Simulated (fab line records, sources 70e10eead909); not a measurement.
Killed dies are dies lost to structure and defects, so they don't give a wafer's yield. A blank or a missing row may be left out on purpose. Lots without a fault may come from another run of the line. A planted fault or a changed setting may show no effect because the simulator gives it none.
One fault seen from 2 desks | flow nand_harc | each desk has only its own numbers; what lay behind them comes last

THE METROLOGY DESK
What the gauges read, lot by lot, whatever tool the lot ran on: means of the sampled wafers that have a number. A lot is out of limits, marked OUT, if its mean lies more than 4 standard deviations from the usual mean; the brackets give that distance.
Columns: A = overlay_x_nm at NHARC_P_M2_OVL_MEAS_10, usual -0.2 nm; B = overlay_y_nm at NHARC_P_M2_OVL_MEAS_10, usual -0.2 nm; C = thk_nm at NHARC_P_M2_THK_MEAS_24, usual 144.4 nm
lot  | first seen here | A    | B    | C
L461 | day 7 09:52     | 1.2  | -1.6 | 144.8
L462 | day 7 11:13     | 0.3  | 0.1  | 143.5
L463 | day 7 22:56     | -0.1 | 0.3  | 144.4
L464 | day 8 11:16     | -1.3 | -0.5 | 144.4
L470 | day 11 00:28    | -0.6 | -0.0 | 144.7
L474 | day 12 10:29    | 0.2  | -0.8 | 145.9
L476 | day 13 04:59    | -1.0 | -0.4 | 144.5
L477 | day 13 22:42    | 0.8  | -1.4 | 144.7
L478 | day 14 05:37    | 1.0  | -1.5 | 144.7
L479 | day 14 16:46    | -1.3 | -0.5 | 144.8
L480 | day 14 23:36    | -1.1 | 0.6  | 146.0
L482 | day 15 19:26    | 0.4  | 0.8  | 144.5
This desk's finding: nothing out of limits on any of the 12 lots.

THE TOOL OWNER'S DESK: rie_diel-03
The tool's own readings at NHARC_P_M2_ETCH_35 (etches the open film in N2/H2, target depth 40 nm, overetch 12 nm, time 43.94 s): means of the sampled wafers that have a number, for each lot that ran on this tool. A lot is out of limits, marked OUT, if its mean lies more than 4 standard deviations from the usual mean; the brackets give that distance.
Columns: A = drypump_motor_current_A at NHARC_P_M2_ETCH_35, usual 5.8 A; B = oes_product_au at NHARC_P_M2_ETCH_35, usual 0.997 a.u.; C = rf_fwd_power_W at NHARC_P_M2_ETCH_35, usual 395.5 W; D = rf_vpp_V at NHARC_P_M2_ETCH_35, usual 431.3 V; E = run_length_s at NHARC_P_M2_ETCH_35, usual 65.4 s; F = showerhead_plenum_p_Torr at NHARC_P_M2_ETCH_35, usual 2.07 Torr; G = throttle_valve_pct at NHARC_P_M2_ETCH_35, usual 14.171 %
lot  | first seen here | A   | B     | C     | D     | E              | F    | G
L461 | day 7 10:02     | 5.6 | 1.000 | 394.4 | 431.7 | 65.6           | 2.09 | 14.187
L463 | day 7 23:07     | 5.8 | 0.995 | 393.7 | 432.1 | 65.6           | 2.11 | 14.170
L470 | day 11 00:40    | 5.8 | 1.005 | 395.3 | 432.0 | 58.7 (-17) OUT | 2.08 | 14.185
L476 | day 13 05:11    | 5.7 | 0.996 | 396.6 | 431.8 | 65.6           | 2.08 | 14.174
L478 | day 14 05:49    | 5.4 | 1.013 | 397.3 | 430.6 | 65.5           | 2.05 | 14.173
L479 | day 14 16:58    | 5.7 | 0.990 | 395.9 | 432.6 | 65.7           | 2.09 | 14.172
L480 | day 14 23:48    | 5.7 | 0.997 | 394.9 | 432.0 | 65.6           | 2.09 | 14.175
L482 | day 15 19:37    | 5.4 | 1.011 | 397.0 | 430.2 | 65.4           | 2.05 | 14.174
This desk's finding: out of limits on L470; first on L470, day 11 00:40 (run_length_s at NHARC_P_M2_ETCH_35). In limits: L461, L463, L476, L478, L479, L480, L482.

PUT TOGETHER
The tool owner's desk could have raised an alarm at day 11 00:40, on L470.
The metrology desk saw nothing out of limits.
The metrology desk has L470 on record, within its limits.
Of the lots named, all ran NHARC_P_M2_ETCH_35 on rie_diel-03.

WHAT THE SIMULATOR HAD PUT IN
Process parameter drift: rie_diel-03, from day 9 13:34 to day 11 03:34, at NHARC_P_M2_ETCH_35. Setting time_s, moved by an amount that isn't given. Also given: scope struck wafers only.
Lots struck among those shown: L470.
Hours from the fault's start to each desk's first reading out of limits: the tool owner's desk, 35.
